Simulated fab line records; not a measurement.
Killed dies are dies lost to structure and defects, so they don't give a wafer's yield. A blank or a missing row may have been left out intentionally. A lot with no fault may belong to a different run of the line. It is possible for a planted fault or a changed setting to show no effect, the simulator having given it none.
Which tool is to blame? / flow nand harc / 39 wafers from 13 lots sampled at 5 of the route's 1302 steps

== WHAT THE GAUGES SHOWED, per wafer ==
NHARC_THIN_TSV_CD_MEAS_37.
lot=L535; measured=day 23 13:22; on=cd sem-02; cd nm (nm)=4999 4996 5000
lot=L539; measured=day 25 01:31; on=cd sem-03; cd nm (nm)=5004 5003 5004
lot=L540; measured=day 25 21:52; on=cd sem-01; cd nm (nm)=5004 5007 5005
lot=L542; measured=day 26 16:46; on=cd sem-03; cd nm (nm)=5002 5001 5003
lot=L541; measured=day 26 18:02; on=cd sem-03; cd nm (nm)=5004 5003 5000
lot=L543; measured=day 27 10:03; on=cd sem-03; cd nm (nm)=4994 5000 4996
lot=L551; measured=day 30 15:26; on=cd sem-02; cd nm (nm)=5001 5003 5006
lot=L552; measured=day 30 14:15; on=cd sem-02; cd nm (nm)=5003 5006 5002
lot=L554; measured=day 31 20:53; on=cd sem-02; cd nm (nm)=5001 4997 5000
lot=L553; measured=day 32 09:47; on=cd sem-01; cd nm (nm)=5002 4999 5002
lot=L556; measured=day 32 20:02; on=cd sem-02; cd nm (nm)=4994 5000 4994
lot=L557; measured=day 32 19:21; on=cd sem-02; cd nm (nm)=5000 4999 5004
lot=L558; measured=day 33 07:01; on=cd sem-01; cd nm (nm)=5002 5000 5002

NHARC_END_SORT_01.
lot=L542; measured=day 27 02:43; on=prober-01; killed at array=149 134 140; killed at other=2 0 0; killed at periphery=2 0 2; killed dies=153 134 142; killed open=5 2 1; killed short=2 1 1
lot=L541; measured=day 27 01:09; on=prober-02; killed at array=112 163 160; killed at other=1 1 0; killed at periphery=6 0 3; killed dies=119 164 163; killed open=2 4 5; killed short=5 0 0
lot=L543; measured=day 27 19:47; on=prober-01; killed at array=27 36 35; killed at other=0 0 1; killed at periphery=6 13 10; killed dies=33 49 46; killed open=1 8 2; killed short=1 5 2
lot=L553; measured=day 32 18:06; on=prober-01; killed at array=26 38 32; killed at other=0 0 1; killed at periphery=0 2 2; killed dies=26 40 35; killed open=2 5 5; killed short=1 2 3

== EACH LOT AND THE TOOL THAT RAN IT (in order: tool; ch and the chambers of the sampled wafers; start) ==
lot=L535; NHARC_A_CONTACT_CVD_19=cvd w-01 ch 0,1, day 22 03:43; NHARC_THIN_TSV_ETCHBACK_48=rie diel-11 ch 1,2, day 23 08:14; NHARC_THIN_TSV_PVD_51=pvd sputter-01, day 23 13:22 or earlier
lot=L539; NHARC_A_CONTACT_CVD_19=cvd w-02 ch 0,1, day 23 07:16; NHARC_THIN_TSV_ETCHBACK_48=rie diel-07 ch 1,2,3, day 24 20:27; NHARC_THIN_TSV_PVD_51=pvd sputter-02, day 25 01:31 or earlier
lot=L540; NHARC_A_CONTACT_CVD_19=cvd w-02 ch 0,1, day 24 08:51; NHARC_THIN_TSV_ETCHBACK_48=rie diel-09 ch 0,3, day 25 16:47; NHARC_THIN_TSV_PVD_51=pvd sputter-03, day 25 21:52 or earlier
lot=L542; NHARC_A_CONTACT_CVD_19=cvd w-02 ch 0,1, day 25 04:11; NHARC_THIN_TSV_ETCHBACK_48=rie diel-09 ch 0,3, day 26 11:35; NHARC_THIN_TSV_PVD_51=pvd sputter-02, day 26 16:46 or earlier
lot=L541; NHARC_A_CONTACT_CVD_19=cvd w-02 ch 0,1, day 25 05:17; NHARC_THIN_TSV_ETCHBACK_48=rie diel-07 ch 0,1,3, day 26 12:59; NHARC_THIN_TSV_PVD_51=pvd sputter-01, day 26 18:02 or earlier
lot=L543; NHARC_A_CONTACT_CVD_19=cvd w-01 ch 0,1, day 25 20:50; NHARC_THIN_TSV_ETCHBACK_48=rie diel-07 ch 0,1, day 27 04:57; NHARC_THIN_TSV_PVD_51=pvd sputter-02, day 27 10:03 or earlier
lot=L551; NHARC_A_CONTACT_CVD_19=cvd w-02 ch 0,1, day 29 00:26; NHARC_THIN_TSV_ETCHBACK_48=rie diel-11 ch 0,1,3, day 30 10:25; NHARC_THIN_TSV_PVD_51=pvd sputter-02, day 30 15:26 or earlier
lot=L552; NHARC_A_CONTACT_CVD_19=cvd w-01 ch 0,1, day 29 02:32; NHARC_THIN_TSV_ETCHBACK_48=rie diel-11 ch 1,2,3, day 30 09:17; NHARC_THIN_TSV_PVD_51=pvd sputter-01, day 30 14:15 or earlier
lot=L554; NHARC_A_CONTACT_CVD_19=cvd w-01 ch 1, day 30 08:38; NHARC_THIN_TSV_ETCHBACK_48=rie diel-09 ch 0,1, day 31 15:53; NHARC_THIN_TSV_PVD_51=pvd sputter-01, day 31 20:53 or earlier
lot=L553; NHARC_A_CONTACT_CVD_19=cvd w-02 ch 0,1, day 30 12:29; NHARC_THIN_TSV_ETCHBACK_48=rie diel-11 ch 1,2, day 32 04:52; NHARC_THIN_TSV_PVD_51=pvd sputter-02, day 32 09:47 or earlier
lot=L556; NHARC_A_CONTACT_CVD_19=cvd w-02 ch 0,1, day 31 04:23; NHARC_THIN_TSV_ETCHBACK_48=rie diel-11 ch 1,2, day 32 15:03; NHARC_THIN_TSV_PVD_51=pvd sputter-02, day 32 20:02 or earlier
lot=L557; NHARC_A_CONTACT_CVD_19=cvd w-02 ch 0,1, day 31 05:43; NHARC_THIN_TSV_ETCHBACK_48=rie diel-09 ch 0,2,3, day 32 14:09; NHARC_THIN_TSV_PVD_51=pvd sputter-01, day 32 19:21 or earlier
lot=L558; NHARC_A_CONTACT_CVD_19=cvd w-02 ch 0,1, day 31 17:55; NHARC_THIN_TSV_ETCHBACK_48=rie diel-09 ch 0,1, day 33 01:23; NHARC_THIN_TSV_PVD_51=pvd sputter-02, day 33 07:01 or earlier
- NHARC_A_CONTACT_CVD_19: deposits W, target thk 300 nm, time 802 s.
- NHARC_THIN_TSV_ETCHBACK_48: etches the open film in C4F8/Ar, target depth 1028.5 nm, time 405.17 s.
- NHARC_THIN_TSV_PVD_51: deposits Cu, target thk 100 nm.

== AS READ BY THE TOOLS THEMSELVES (means over the sampled wafers that have a number; for cases with no such wafer, the mark the record gives instead) ==
NHARC_A_CONTACT_CVD_19.
lot=L535; tool=cvd w-01; heater power w (W)=468; mfc ar sccm (sccm)=1564; throttle valve pct (%)=8.32
lot=L539; tool=cvd w-02; heater power w (W)=426; mfc ar sccm (sccm)=1556; throttle valve pct (%)=7.97
lot=L540; tool=cvd w-02; heater power w (W)=445; mfc ar sccm (sccm)=1560; throttle valve pct (%)=8.02
lot=L542; tool=cvd w-02; heater power w (W)=424; mfc ar sccm (sccm)=1563; throttle valve pct (%)=7.98
lot=L541; tool=cvd w-02; heater power w (W)=432; mfc ar sccm (sccm)=1560; throttle valve pct (%)=8.08
lot=L543; tool=cvd w-01; heater power w (W)=484; mfc ar sccm (sccm)=1558; throttle valve pct (%)=8.17
lot=L551; tool=cvd w-02; heater power w (W)=433; mfc ar sccm (sccm)=1560; throttle valve pct (%)=8.01
lot=L552; tool=cvd w-01; heater power w (W)=467; mfc ar sccm (sccm)=1563; throttle valve pct (%)=8.04
lot=L554; tool=cvd w-01; heater power w (W)=510; mfc ar sccm (sccm)=1561; throttle valve pct (%)=8.14
lot=L553; tool=cvd w-02; heater power w (W)=457; mfc ar sccm (sccm)=1553; throttle valve pct (%)=7.80
lot=L556; tool=cvd w-02; heater power w (W)=450; mfc ar sccm (sccm)=1559; throttle valve pct (%)=8.03
lot=L557; tool=cvd w-02; heater power w (W)=449; mfc ar sccm (sccm)=1564; throttle valve pct (%)=7.76
lot=L558; tool=cvd w-02; heater power w (W)=457; mfc ar sccm (sccm)=1555; throttle valve pct (%)=7.88

NHARC_THIN_TSV_ETCHBACK_48.
lot=L535; tool=rie diel-11; oes product au (a.u.)=0.930; rf vpp V (V)=546
lot=L539; tool=rie diel-07; oes product au (a.u.)=0.918; rf vpp V (V)=544
lot=L540; tool=rie diel-09; oes product au (a.u.)=0.916; rf vpp V (V)=550
lot=L542; tool=rie diel-09; oes product au (a.u.)=0.921; rf vpp V (V)=550
lot=L541; tool=rie diel-07; oes product au (a.u.)=0.943; rf vpp V (V)=547
lot=L543; tool=rie diel-07; oes product au (a.u.)=0.930; rf vpp V (V)=547
lot=L551; tool=rie diel-11; oes product au (a.u.)=0.918; rf vpp V (V)=546
lot=L552; tool=rie diel-11; oes product au (a.u.)=0.924; rf vpp V (V)=547
lot=L554; tool=rie diel-09; oes product au (a.u.)=0.919; rf vpp V (V)=549
lot=L553; tool=rie diel-11; oes product au (a.u.)=0.930; rf vpp V (V)=546
lot=L556; tool=rie diel-11; oes product au (a.u.)=0.930; rf vpp V (V)=546
lot=L557; tool=rie diel-09; oes product au (a.u.)=0.921; rf vpp V (V)=551
lot=L558; tool=rie diel-09; oes product au (a.u.)=0.923; rf vpp V (V)=549

NHARC_THIN_TSV_PVD_51.
lot=L535; tool=pvd sputter-01; throttle valve pct (%)=30.2
lot=L539; tool=pvd sputter-02; throttle valve pct (%)=29.8
lot=L540; tool=pvd sputter-03; throttle valve pct (%)=29.3
lot=L542; tool=pvd sputter-02; throttle valve pct (%)=29.6
lot=L541; tool=pvd sputter-01; throttle valve pct (%)=30.2
lot=L543; tool=pvd sputter-02; throttle valve pct (%)=29.3
lot=L551; tool=pvd sputter-02; throttle valve pct (%)=31.0
lot=L552; tool=pvd sputter-01; throttle valve pct (%)=30.3
lot=L554; tool=pvd sputter-01; throttle valve pct (%)=30.4
lot=L553; tool=pvd sputter-02; throttle valve pct (%)=29.4
lot=L556; tool=pvd sputter-02; throttle valve pct (%)=30.3
lot=L557; tool=pvd sputter-01; throttle valve pct (%)=30.2
lot=L558; tool=pvd sputter-02; throttle valve pct (%)=29.8

== THE ANSWER, worked out from the rows above alone ==
Rule: the usual values come from the lots themselves. The widest of any qualifying gaps counts: lots, ordered by their means at a reading, are off when they make up no more than a third of the lots, leave a main group of 4 or more, and stand apart from it by 3 or more times the standard deviation of that group's means. If all means in a main group match to the digits the tables above print for the reading, that group is not used. Also off: a lot with no number at a reading for which 4 or more lots have one. Where the step has rows for the other lots, those lots are counted as sound. Order of review: gauges by route order, followed by the tools' own readings, for which a lot's mean as printed above is used. At the first step where some lot is off, the reading lying furthest off is the one used; lots without a number count as furthest.
None of the lots is off at any reading shown; this tells nothing.

== WHAT WAS PUT IN BY THE SIMULATOR ==
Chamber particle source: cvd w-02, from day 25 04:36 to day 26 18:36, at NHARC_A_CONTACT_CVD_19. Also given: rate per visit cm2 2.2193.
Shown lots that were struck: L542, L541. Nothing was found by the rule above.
